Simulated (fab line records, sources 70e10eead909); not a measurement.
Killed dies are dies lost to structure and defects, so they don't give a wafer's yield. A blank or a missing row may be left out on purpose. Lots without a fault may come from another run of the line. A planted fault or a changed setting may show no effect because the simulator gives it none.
fab line records | flow nand_harc
record lots=5 wafers=15 last_day=24
route steps=1159 shown A_BONDPAD@1076 END@1159
lots that met no fault: from a run of the same line without faults
start_h: hours from the record's first day to the start of the lot's first wafer shown | wait_h: hours since the lot's step before | " the same as in the row above | L1.1+2: a row that stands for several wafers | - no value, or no start given | * or withheld: withheld | < > ~ a bound
route shown NAME@n: a module of which the file shows steps, and the number in the route of the first | usual: mean/standard deviation of fault-free wafers | same: alike in all rows | chamber/n: place in a boat | sites: the reading at each site | _std_site: their standard deviation | _edge_site: outer sites' mean less inner sites' | radius_mm: how far each site lies from the wafer's centre | mask NAME#n: copy n | behind: the tool/chamber that last shaped the wafer | hold: why the lot was held/for how many hours/how that ended | device: the transistor (n, p or np) that didn't switch | end of line: the same wafers' tests at the end of the route | a step without rows: its recipe alone | killed: dies lost to structure and defects at the first sort, not the wafer's yield | map: a wafer's dies, x killed, . not, _ none there
set.NAME: the setting as run; set.NAME@STEP: as run at that earlier step | model.NAME: the simulator's own value behind a step, which no gauge read
lots at some steps of the route; a table a step, a row a wafer
services: from which hour (start_h, from the record's first day; less than 0 if before it) a tool's chamber was out of use, for how many hours, and why
## steps
# step NHARC_A_BONDPAD_ETCH_34
# recipe target_depth_a=600 overetch_a=180 time_s=65.91 ion_energy_ev=200 n2_flow_sccm=150 h2_flow_sccm=150 ar_flow_sccm=0 rf_w=400 bias_w=150 chemistry=N2/H2
# usual drypump_motor_current_A=5.7/0.33 mfc_ar_sccm=0.008/0.011 n2_flow_sccm=150.0/0.43 oes_product_au=1.001/0.0084 rf_vpp_V=431.3/2 showerhead_plenum_p_Torr=2.06/0.064 throttle_valve_pct=14.172/0.0081
# columns lot.wafer tool chamber start_h wait_h drypump_motor_current_A mfc_ar_sccm n2_flow_sccm oes_product_au rf_hours_counter_h rf_vpp_V showerhead_plenum_p_Torr throttle_valve_pct
L789.1 rie_diel-07 3 448.16 0.1 6.8 0 150.0 1.005 6 432.6 2.14 14.159
L789.3 " 0 " " 5.7 0 149.9 1.004 5 426.0 1.92 14.180
L789.6 " 3 " " 6.8 0 149.9 1.007 - 433.2 2.14 14.172
L798.4 rie_diel-10 3 488.11 0.1 5.6 0.029 150.5 1.009 5 433.5 2.10 14.168
L798.5 " 1 " " 5.7 0 150.1 1.009 - 432.5 2.08 14.162
L798.6 " 2 " " 5.5 0 150.0 0.995 - 432.0 2.10 14.166
L800.1 rie_diel-10 1 513.18 0.1 5.7 0 149.4 1.010 5 431.4 2.08 14.159
L800.3 " 0 " " 5.8 0.016 149.8 1.008 6 430.5 2.02 14.173
L800.6 " 1 " " 5.8 0 148.9 1.011 - 432.7 2.08 14.163
L801.1 rie_diel-10 2 513.82 0.1 5.5 0 149.9 0.991 6 431.9 2.10 14.186
L801.4 " 3 " " 5.6 0.029 149.8 0.998 6 432.2 2.09 14.171
L801.5 " 2 " " 5.5 0 150.2 0.996 - 431.7 2.10 14.190
L807.2 rie_diel-07 0 542.81 0.1 5.7 0 150.1 1.014 26 428.3 1.91 14.175
L807.3 " 1 " " 5.4 0.008 150.3 1.001 24 433.7 2.15 14.165
L807.5 " 1 " " 5.4 0.008 150.1 1.002 - 433.0 2.15 14.173
# step NHARC_A_BONDPAD_ETCH_12
# recipe target_depth_a=2200 time_s=110 chf3_flow_sccm=50 o2_flow_sccm=10 ar_flow_sccm=200 rf_w=500 bias_w=200 chemistry=CHF3/O2
# usual drypump_motor_current_A=5.7/0.31 mfc_ar_sccm=199.9/0.6 o2_flow_sccm=10.00/0.033 oes_product_au=0.951/0.022 rf_vpp_V=371.3/1.7 showerhead_plenum_p_Torr=2.43/0.07 throttle_valve_pct=20.572/0.009
# columns lot.wafer tool chamber start_h wait_h drypump_motor_current_A mfc_ar_sccm o2_flow_sccm oes_product_au rf_hours_counter_h rf_vpp_V showerhead_plenum_p_Torr throttle_valve_pct
L789.3 rie_diel-07 1 - - 5.4 200.7 10.03 0.916 5 373.2 2.53 20.572
L789.1 " 3 " " 6.7 200.7 10.01 0.925 6 372.8 2.51 20.599
L789.6 " 2 " " 5.5 200.3 10.04 0.925 - 369.1 2.32 20.577
L798.4 rie_diel-10 2 - - 5.4 198.7 9.94 0.951 5 370.8 2.47 20.575
L798.6 " 2 " " 5.4 200.4 10.00 0.959 - 371.4 2.47 20.565
L798.5 " 3 " " 5.6 200.7 9.99 0.960 - 372.6 2.46 20.565
L800.3 rie_diel-10 2 - - 5.5 200.3 10.01 0.979 5 371.6 2.47 20.599
L800.1 " 3 " " 5.6 200.2 10.02 0.960 6 371.3 2.46 20.579
L800.6 " 1 " " 5.8 198.8 9.90 0.975 - 370.8 2.44 20.583
L801.1 rie_diel-10 2 - - 5.5 200.2 9.96 0.977 6 370.6 2.47 20.588
L801.4 " 3 " " 5.6 200.2 9.95 0.964 6 371.5 2.46 20.587
L801.5 " 1 " " 5.8 200.2 9.94 0.957 - 372.4 2.44 20.583
L807.3 rie_diel-07 1 - - 5.4 200.2 9.95 0.921 24 373.1 2.53 20.570
L807.2 " 2 " " 5.5 199.8 9.99 0.935 25 368.4 2.31 20.577
L807.5 " 1 " " 5.4 199.5 9.98 0.924 - 373.1 2.53 20.556
# step NHARC_A_BONDPAD_CD_MEAS_13
# usual cd_nm=500.3/1.8
# columns lot.wafer tool chamber start_h wait_h cd_nm
L789.1 cd_sem-03 - 448.39 - 502.9
L789.3 " - " " 501.4
L789.6 " - " " 498.5
L798.4 cd_sem-01 - 488.34 - 503.0
L798.5 " - " " 502.9
L798.6 " - " " 504.4
L800.1 cd_sem-02 - 513.42 - 502.0
L800.3 " - " " 498.0
L800.6 " - " " 499.1
L801.1 cd_sem-01 - 514.05 - 502.7
L801.4 " - " " 504.3
L801.5 " - " " 501.9
L807.2 cd_sem-03 - 543.04 - 501.5
L807.3 " - " " 500.3
L807.5 " - " " 497.6
# step NHARC_A_BONDPAD_STRIP_15
# recipe o2_flow_sccm=500 ar_flow_sccm=0 bias_w=0 chemistry=O2
# step NHARC_A_BONDPAD_ETCH_24
# recipe target_depth_a=300 over_etch_frac=0.3 time_s=72.99 ion_energy_ev=150 cf4_flow_sccm=50 n2_flow_sccm=100 ar_flow_sccm=150 rf_w=300 bias_w=100 chemistry=CF4/N2
# step NHARC_A_BONDPAD_STRIP_16
# recipe time_s=600 temp_c=30 chemistry=post_etch_residue_remover
# step NHARC_A_BONDPAD_DEGAS_25
# recipe temp_c=300 time_s=60
# usual heater_power_w=465/50
# columns lot.wafer tool chamber start_h wait_h heater_power_w
L789.1 pvd_sputter-02 - 449.08 - 425
L789.3 " - " " 513
L789.6 " - " " 426
L798.4 pvd_sputter-01 - 488.97 - 439
L798.5 " - " " 512
L798.6 " - " " 541
L800.1 pvd_sputter-02 - 514.04 - 425
L800.3 " - " " 513
L800.6 " - " " 403
L801.1 pvd_sputter-02 - 514.67 - 404
L801.4 " - " " 508
L801.5 " - " " 519
L807.3 pvd_sputter-02 - 543.68 - 425
L807.2 " - " " 397
L807.5 " - " " 432
# step NHARC_A_BONDPAD_PRE_CLEAN_26
# recipe time_s=30 temp_c=280 gas=H2/He
# usual heater_power_w=410/44
# columns lot.wafer tool chamber start_h wait_h heater_power_w
L789.3 pvd_sputter-02 - - - 461
L789.1 " - " " 381
L789.6 " - " " 349
L798.4 pvd_sputter-01 - - - 392
L798.6 " - " " 483
L798.5 " - " " 394
L800.3 pvd_sputter-02 - - - 452
L800.1 " - " " 355
L800.6 " - " " 466
L801.1 pvd_sputter-02 - - - 350
L801.4 " - " " 381
L801.5 " - " " 350
L807.3 pvd_sputter-02 - - - 354
L807.2 " - " " 384
L807.5 " - " " 452
# step NHARC_A_BONDPAD_PVD_17
# recipe target_thk_a=50 bias_v=168.6 power_w=15000 chamber_pressure_pa=0.12 time_s=8.06 substrate_temp_c=50 material=TaN
# usual throttle_valve_pct=30.0/0.91
# columns lot.wafer tool chamber start_h wait_h throttle_valve_pct
L789.1 pvd_sputter-02 - - - 31.3
L789.3 " - " " 29.5
L789.6 " - " " 31.6
L798.4 pvd_sputter-01 - - - 31.0
L798.5 " - " " 30.6
L798.6 " - " " 29.1
L800.1 pvd_sputter-02 - - - 31.1
L800.3 " - " " 28.8
L800.6 " - " " 28.8
L801.1 pvd_sputter-02 - - - 30.0
L801.4 " - " " 31.2
L801.5 " - " " 30.2
L807.2 pvd_sputter-02 - - - 29.5
L807.3 " - " " 30.0
L807.5 " - " " 29.1
# step NHARC_A_BONDPAD_PVD_27
# recipe target_thk_a=300 chamber_pressure_pa=5 power_w=5000 substrate_temp_c=30 time_s=20.49 material=Cu
# step NHARC_A_BONDPAD_ECD_18
# recipe target_thk_a=4000 bath_temp_c=25 material=Cu
# step NHARC_A_BONDPAD_ANNEAL_28
# recipe temp_c=225 time_s=90
# step NHARC_A_BONDPAD_CMP_19
# recipe t_overpolish_s=30 cu_recess_touch_s=16 target_thk_nm=169.8
# usual cu_recess_touch_s=16/0 edge_zone_pressure_frac=0.999/0.0052 motor_current_A=12.1/1.1 overpolish_run_s=30.000/0.0094 t_overpolish_s=30/0
# columns lot.wafer tool chamber start_h wait_h cu_recess_touch_s edge_zone_pressure_frac motor_current_A overpolish_run_s t_overpolish_s
L789.3 cmp-04 1 450.42 - 16 0.999 12.5 30.003 30
L789.1 " 2 " " 16 1.004 13.5 29.992 30
L789.6 " 0 " " 16 0.994 11.9 29.989 30
L798.4 cmp-02 1 490.12 - 16 1.001 11.8 30.004 30
L798.6 " 1 " " 16 0.997 12.4 29.997 30
L798.5 " 2 " " 16 1.005 10.2 30.008 30
L800.1 cmp-04 1 515.15 - - - - - -
L800.3 " 2 " " - - - - -
L800.6 " 2 " " - - - - -
L801.1 cmp-02 0 515.91 - 16 0.992 13.9 30.001 30
L801.4 " 1 " " 16 1.002 11.9 29.972 30
L801.5 " 3 " " 16 1.003 12.2 29.987 30
L807.3 cmp-02 1 544.75 - 16 1.001 11.6 30.000 30
L807.2 " 3 " " 16 1.006 12.0 30.003 30
L807.5 " 1 " " 16 1.002 11.2 29.988 30
# step NHARC_A_BONDPAD_THK_MEAS_20
# recipe thk_meas_gauge=xrf
# usual thk_nm=169.5/1.4
# columns lot.wafer tool chamber start_h wait_h thk_nm
L789.1 film_metro-02 - 450.69 - 168.6
L789.3 " - " " 167.5
L789.6 " - " " 168.2
L798.4 film_metro-01 - 490.45 - 173.1
L798.5 " - " " 171.1
L798.6 " - " " 170.4
L800.1 film_metro-01 - 515.47 0.3 402.9
L800.3 " - " " 400.2
L800.6 " - " " 400.4
L801.1 film_metro-01 - 516.20 - 167.8
L801.4 " - " " 169.2
L801.5 " - " " 171.2
L807.2 film_metro-01 - 545.07 - 168.9
L807.3 " - " " 168.0
L807.5 " - " " 170.4
# step NHARC_A_BONDPAD_SRD_21
# recipe time_s=30 temp_c=23 dry_time_s=20 spin_rpm=1500
# step NHARC_A_BONDPAD_INSPECT_23
# usual raw_defect_count=492/180
# columns lot.wafer tool chamber start_h wait_h raw_defect_count
L789.1 defect_inspect-02 - 450.89 0.0 482
L789.3 " - " " 751
L789.6 " - " " 636
L798.4 defect_inspect-01 - 490.65 0.0 406
L798.5 " - " " 407
L798.6 " - " " 472
L800.1 defect_inspect-01 - 515.70 0.0 3261
L800.3 " - " " 3133
L800.6 " - " " 3229
L801.1 defect_inspect-01 - 516.41 0.0 402
L801.4 " - " " 542
L801.5 " - " " 488
L807.2 defect_inspect-02 - 545.27 0.0 534
L807.3 " - " " 570
L807.5 " - " " 704
# step NHARC_END_SORT_01
# recipe temp_c=25
# usual defect_limited_yield=95.4/1.7 killed_at_array=28/11 killed_at_other=0.6/0.85 killed_at_periphery=2.8/2.3 killed_dies=31/11 killed_open=3.1/1.6 killed_short=2.0/1.4 sort_bin_2_pct=1.4/0.73 sort_bin_3_pct=0.27/0.23 sort_bin_4_pct=2.9/1.1 sort_n_pass=646/11 sort_rim_yield_pct=95/3.2 sort_yield_pct=95.4/1.7
# same gross_dies=677 sort_bin_5_pct[%]=0 sort_bin_6_pct[%]=0 sort_bin_7_pct[%]=0 sort_bin_8_pct[%]=0 sort_rim_n_gross=106.00
# columns lot.wafer tool chamber start_h wait_h defect_limited_yield[%] killed_at_array killed_at_other killed_at_periphery killed_dies killed_open killed_short sort_bin_2_pct[%] sort_bin_3_pct[%] sort_bin_4_pct[%] sort_n_pass sort_rim_yield_pct[%] sort_yield_pct[%]
L798.4 prober-02 0 525.72 3.4 95.0 32 0 2 34 0 2 1.8 0.15 3.1 643 97 95.0
L798.5 prober-02 0 526.52 3.7 94.5 34 0 3 37 4 2 1.0 0.30 4.1 640 88 94.5
L798.6 prober-02 0 527.32 4.0 93.9 39 0 2 41 2 3 1.9 0.74 3.4 636 97 93.9
L800.1 prober-02 0 543.78 2.5 0 676 0 1 677 2 1 1.0 97.34 1.6 0 0 0
L800.3 prober-02 0 545.37 3.1 0 674 0 3 677 2 4 1.5 96.60 1.9 0 0 0
L800.6 prober-02 0 547.74 4.0 0 676 0 1 677 2 0 1.0 96.60 2.4 0 0 0
L801.1 prober-01 0 543.80 2.5 95.9 23 1 4 28 2 0 0.9 0.15 3.1 649 92 95.9
L801.4 prober-01 0 546.21 3.4 94.8 29 0 6 35 3 4 1.5 0.30 3.4 642 94 94.8
L801.5 prober-01 0 547.01 3.7 95.0 28 1 5 34 4 1 1.8 0.30 3.0 643 94 95.0
# killed by level:class
L798.4 A_CHANNEL_HOLE_D1:chamber_film_flake=16 A_SLIT:chamber_film_flake=9 A_STAIRCASE:chamber_film_flake=4 A_ONON_D1:geometric_particle:short=2 P_ZERO_WELL:chamber_film_flake=1 P_BONDPAD:chamber_film_flake=1 A_M1:chamber_film_flake=1
L798.5 A_CHANNEL_HOLE_D1:chamber_film_flake=13 A_SLIT:chamber_film_flake=13 A_CONTACT:chamber_film_flake=2 P_M1:geometric_particle:short=1 P_M2:geometric_particle:open=1 A_ONON_D1:geometric_particle:short=1 A_SGD_CUT:geometric_particle:open=1 A_WL_FILL:geometric_particle:open=1
L798.6 A_SLIT:chamber_film_flake=17 A_CHANNEL_HOLE_D1:chamber_film_flake=16 P_CONTACT:geometric_particle:short=1 A_SOURCE_PLATE:geometric_particle:short=1 A_CHANNEL_FILL_D1:geometric_particle:short=1 A_CONTACT:geometric_particle:open=1 A_M1:geometric_particle:open=1 P_ZERO_WELL:chamber_film_flake=1
L800.1 A_BONDPAD:area_cmp=658 A_CHANNEL_HOLE_D1:chamber_film_flake=11 A_CHANNEL_FILL_D1:chamber_film_flake=2 A_CHANNEL_FILL_D1:geometric_particle:short=1 A_CONTACT:geometric_particle:open=1 A_M0:geometric_particle:open=1 P_CONTACT:chamber_film_flake=1 A_STAIRCASE:chamber_film_flake=1
L801.1 A_SLIT:chamber_film_flake=13 A_CONTACT:chamber_film_flake=5 P_CONTACT:geometric_particle:open=2 P_ZERO_WELL:chamber_film_flake=2 A_CHANNEL_HOLE_D1:chamber_film_flake=2 A_STAIRCASE:chamber_film_flake=2 A_ZERO_WELL:chamber_film_flake=1 THIN_TSV:chamber_film_flake=1
L800.3 A_BONDPAD:area_cmp=653 A_CHANNEL_HOLE_D1:chamber_film_flake=16 P_CONTACT:geometric_particle:short=1 P_M1:geometric_particle:open=1 A_CHANNEL_HOLE_D1:geometric_particle:open=1 A_CHANNEL_FILL_D1:geometric_particle:short=1 A_WL_FILL:geometric_particle:short=1 A_M0:geometric_particle:short=1
L801.4 A_SLIT:chamber_film_flake=13 A_CONTACT:chamber_film_flake=6 A_STAIRCASE:chamber_film_flake=3 P_ZERO_WELL:chamber_film_flake=2 A_ZERO_WELL:chamber_film_flake=2 A_CHANNEL_HOLE_D1:chamber_film_flake=2 P_CONTACT:geometric_particle:short=1 P_M0:geometric_particle:open=1
L801.5 A_SLIT:chamber_film_flake=13 A_CONTACT:chamber_film_flake=7 A_CHANNEL_HOLE_D1:chamber_film_flake=5 P_GATE:geometric_particle:open=2 P_ZERO_WELL:chamber_film_flake=2 P_M0:geometric_particle:open=1 A_CHANNEL_FILL_D1:geometric_particle:open=1 A_WL_FILL:geometric_particle:short=1
L800.6 A_BONDPAD:area_cmp=653 A_CHANNEL_HOLE_D1:chamber_film_flake=15 A_CONTACT:chamber_film_flake=3 A_STAIRCASE:chamber_film_flake=2 P_M0:geometric_particle:open=1 A_ONON_D1:geometric_particle:open=1 A_ZERO_WELL:chamber_film_flake=1 A_CHANNEL_FILL_D1:chamber_film_flake=1
# map L800.1 (x killed, . not)
____________x____________
_________xxxxxxx_________
_______xxxxxxxxxxx_______
______xxxxxxxxxxxxx______
_____xxxxxxxxxxxxxxx_____
____xxxxxxxxxxxxxxxxx____
____xxxxxxxxxxxxxxxxx____
___xxxxxxxxxxxxxxxxxxx___
___xxxxxxxxxxxxxxxxxxx___
__xxxxxxxxxxxxxxxxxxxxx__
__xxxxxxxxxxxxxxxxxxxxx__
_xxxxxxxxxxxxxxxxxxxxxxx_
_xxxxxxxxxxxxxxxxxxxxxxx_
_xxxxxxxxxxxxxxxxxxxxxxx_
_xxxxxxxxxxxxxxxxxxxxxxx_
_xxxxxxxxxxxxxxxxxxxxxxx_
xxxxxxxxxxxxxxxxxxxxxxxxx
xxxxxxxxxxxxxxxxxxxxxxxxx
xxxxxxxxxxxxxxxxxxxxxxxxx
xxxxxxxxxxxxxxxxxxxxxxxxx
xxxxxxxxxxxxxxxxxxxxxxxxx
_xxxxxxxxxxxxxxxxxxxxxxx_
_xxxxxxxxxxxxxxxxxxxxxxx_
_xxxxxxxxxxxxxxxxxxxxxxx_
_xxxxxxxxxxxxxxxxxxxxxxx_
_xxxxxxxxxxxxxxxxxxxxxxx_
__xxxxxxxxxxxxxxxxxxxxx__
__xxxxxxxxxxxxxxxxxxxxx__
___xxxxxxxxxxxxxxxxxxx___
___xxxxxxxxxxxxxxxxxxx___
____xxxxxxxxxxxxxxxxx____
____xxxxxxxxxxxxxxxxx____
_____xxxxxxxxxxxxxxx_____
______xxxxxxxxxxxxx______
_______xxxxxxxxxxx_______
_________xxxxxxx_________
____________x____________
# map L789.6 (x killed, . not)
____________.____________
_________......._________
_______..........._______
______.............______
_____............x.._____
____.................____
____...............x.____
___.....x.........xx.x___
___.............xxx...___
__.............xxxx.xx.__
__.............x.xxx...__
_...............xx......_
_..............xxx......_
_......x.........x......_
_...................x..._
_......................._
..................x......
................x...x....
...........x.............
..........x.x............
...........xxxxx.........
_.........x..x.........._
_..........xx.x........._
_......................._
_......................._
_.x........x............_
__............x........__
__..........x..x.......__
___...................___
___.x.................___
____.................____
____.................____
_____..............._____
______.............______
_______.....x....._______
_________......._________
____________.____________
## services
# columns tool chamber start_h hours kind
rie_diel-10 0 436.00 - clean
rie_diel-10 1 436.00 - clean
rie_diel-10 2 436.00 - clean
rie_diel-10 3 436.00 - clean
cmp-02 - 437.34 4.0 pm
cmp-04 - 452.10 0.7 repair
rie_diel-10 0 460.50 - clean
rie_diel-10 1 460.50 - clean
rie_diel-10 2 460.50 - clean
rie_diel-10 3 460.50 - clean
cmp-02 - 466.17 0.7 repair
cmp-02 - 471.35 1.4 repair
rie_diel-10 0 485.00 - clean
rie_diel-10 1 485.00 - clean
rie_diel-10 2 485.00 - clean
rie_diel-10 3 485.00 - clean
cmp-04 - 497.00 4.0 pm
cmp-04 - 504.93 2.0 repair
rie_diel-10 0 509.50 - clean
pvd_sputter-01 - 514.06 10.0 pm
rie_diel-10 1 522.92 5.5 repair
rie_diel-10 2 526.21 9.7 repair
rie_diel-10 - 530.50 9.0 pm
cmp-02 - 535.40 4.0 pm
## key
first_sign step=NHARC_A_BONDPAD_CMP_19 reading=tool_record direction=missing
effect step=NHARC_A_BONDPAD_THK_MEAS_20 reading=thk_nm direction=up sigmas=99+ usual=169.5 struck=401.2
effect step=NHARC_A_BONDPAD_INSPECT_23 reading=raw_defect_count direction=up sigmas=15 usual=492 struck=3208
effect step=NHARC_END_SORT_01 reading=sort_bin_3_pct direction=up sigmas=99+ usual=0.27 struck=96.85
more_kills_born_at NHARC_A_BONDPAD_CMP_19@cmp-04=1964
met_at NHARC_A_BONDPAD_CMP_19
struck_wafers L800.1,L800.3,L800.6
later_rows_left_out L800.1,L800.3,L800.6
onset_between 450.42 515.15
fault kind=skipped_step_whole tool=cmp-04 chamber=- onset_h=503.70 steps=NHARC_A_BONDPAD_CMP_19 scope=struck_lots_only
# later_rows_left_out: the simulator's readings of these wafers behind a module that went badly wrong aren't trusted and aren't shown, but for the sort
